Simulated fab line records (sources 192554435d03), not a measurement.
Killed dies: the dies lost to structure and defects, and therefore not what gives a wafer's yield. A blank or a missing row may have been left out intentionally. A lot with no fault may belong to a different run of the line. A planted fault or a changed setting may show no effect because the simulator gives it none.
Chamber matching | flow n5 finfet | N5_STI_FIN_REVEAL_STRIP_24 on rie diel-03 has 4 sister chambers
The step strips in N2/H2, time 90 s. 4 wafers are shown with their chamber, then 7 later ones without.

EACH WAFER AND ITS CHAMBER
wafer  | chamber | drypump motor current A (A)
L075.6 | 0       | 5.0
L086.4 | 3       | 4.9
L087.4 | 2       | 5.3
L087.5 | 1       | 5.8

WAFERS WHOSE CHAMBER IS MISSING
wafer  | drypump motor current A (A)
L087.6 | 5.2
L090.1 | 5.0
L090.2 | 5.8
L090.4 | 4.9
L096.3 | 5.0
L096.5 | 5.0
L096.6 | 4.9

WHICH CHAMBER EACH ONE RAN IN
wafer  | from the rows above | in truth
L087.6 | 2                   | 2
L090.1 | 0                   | 0
L090.2 | 1                   | 1
L090.4 | 3                   | 3
L096.3 | 0                   | 0
L096.5 | 0                   | 0
L096.6 | 3                   | 3
Placed correctly: 7 of 7. Not placeable from these rows: 0. Number placed wrongly: 0.
How it was worked out, from the rows above alone: a wafer's distance from a chamber is the root of the sum, over the readings, of the square of ((its reading less the chamber's mean) divided by the reading's scatter). If the next closest chamber is less than 2 further off than the closest, the wafer can't be placed; otherwise it belongs to the closest. A chamber's mean is the mean of its shown wafers. The scatter: root of mean squared gap, hidden wafer to nearest shown wafer, with one shown wafer a chamber.
